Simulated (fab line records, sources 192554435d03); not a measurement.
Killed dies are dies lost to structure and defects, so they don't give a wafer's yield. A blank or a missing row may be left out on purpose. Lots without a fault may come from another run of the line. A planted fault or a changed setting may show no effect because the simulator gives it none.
Chamber matching | flow n5_finfet | N5_DUMMY_GATE_STRIP_48 on rie_diel-06: 4 sister chambers
The step strips in N2/H2, time 20 s. 16 wafers are shown with their chamber, then 8 later ones without.

WAFERS WITH THEIR CHAMBER
wafer  | chamber | drypump_motor_current_A (A) | showerhead_plenum_p_Torr (Torr) | throttle_valve_pct (%)
L074.2 | 0       | 5.93                        | 3.52                            | 12.19
L074.3 | 2       | 6.02                        | 3.31                            | 12.39
L074.5 | 2       | 6.04                        | 3.31                            | 12.39
L079.1 | 1       | 6.31                        | 3.24                            | 12.04
L079.2 | 3       | 5.42                        | 3.59                            | 12.04
L079.3 | 0       | 5.92                        | 3.51                            | 12.24
L090.1 | 1       | 6.26                        | 3.23                            | 12.08
L090.2 | 3       | 5.41                        | 3.58                            | 12.09
L090.4 | 2       | 6.04                        | 3.29                            | 12.43
L094.1 | 0       | 5.93                        | 3.50                            | 12.30
L094.2 | 2       | 6.03                        | 3.29                            | 12.46
L094.3 | 3       | 5.42                        | 3.57                            | 12.10
L094.4 | 1       | 6.27                        | 3.23                            | 12.10
L094.5 | 0       | 5.91                        | 3.50                            | 12.27
L094.6 | 3       | 5.43                        | 3.57                            | 12.11
L095.1 | 1       | 6.27                        | 3.23                            | 12.11

SIGNATURES (means of the wafers above)
reading                  | chamber 0 | chamber 1 | chamber 2 | chamber 3 | scatter within a chamber
drypump_motor_current_A  | 5.9225    | 6.2775    | 6.0325    | 5.4200    | 0.0136
showerhead_plenum_p_Torr | 3.5075    | 3.2325    | 3.3000    | 3.5775    | 0.00924
throttle_valve_pct       | 12.2500   | 12.0825   | 12.4175   | 12.0850   | 0.0363
Rule: a wafer's distance from a chamber is the root of the sum, over the readings, of the square of ((its reading less the chamber's mean) divided by the reading's scatter). The wafer belongs to the nearest chamber; if the next one is less than 2 further off, it can't be placed. The scatter: the root of (the sum of the squares of (reading less its chamber's mean) over the shown wafers, divided by (wafers less chambers)).

WAFERS WITHOUT THEIR CHAMBER
wafer  | drypump_motor_current_A (A) | showerhead_plenum_p_Torr (Torr) | throttle_valve_pct (%)
L095.5 | 5.91                        | 3.50                            | 12.31
L095.6 | 6.25                        | 3.23                            | 12.10
L097.1 | 6.30                        | 3.23                            | 12.12
L097.2 | 5.42                        | 3.57                            | 12.12
L097.3 | 5.91                        | 3.50                            | 12.30
L097.4 | 6.04                        | 3.29                            | 12.47
L097.5 | 6.25                        | 3.23                            | 12.11
L097.6 | 5.91                        | 3.50                            | 12.29

WHICH CHAMBER EACH WENT THROUGH
wafer  | from the rows above | in truth
L095.5 | 0                   | 0
L095.6 | 1                   | 1
L097.1 | 1                   | 1
L097.2 | 3                   | 3
L097.3 | 0                   | 0
L097.4 | 2                   | 2
L097.5 | 1                   | 1
L097.6 | 0                   | 0
Placed correctly: 8 of 8. Can't be placed from these rows: 0. Placed wrongly: 0.
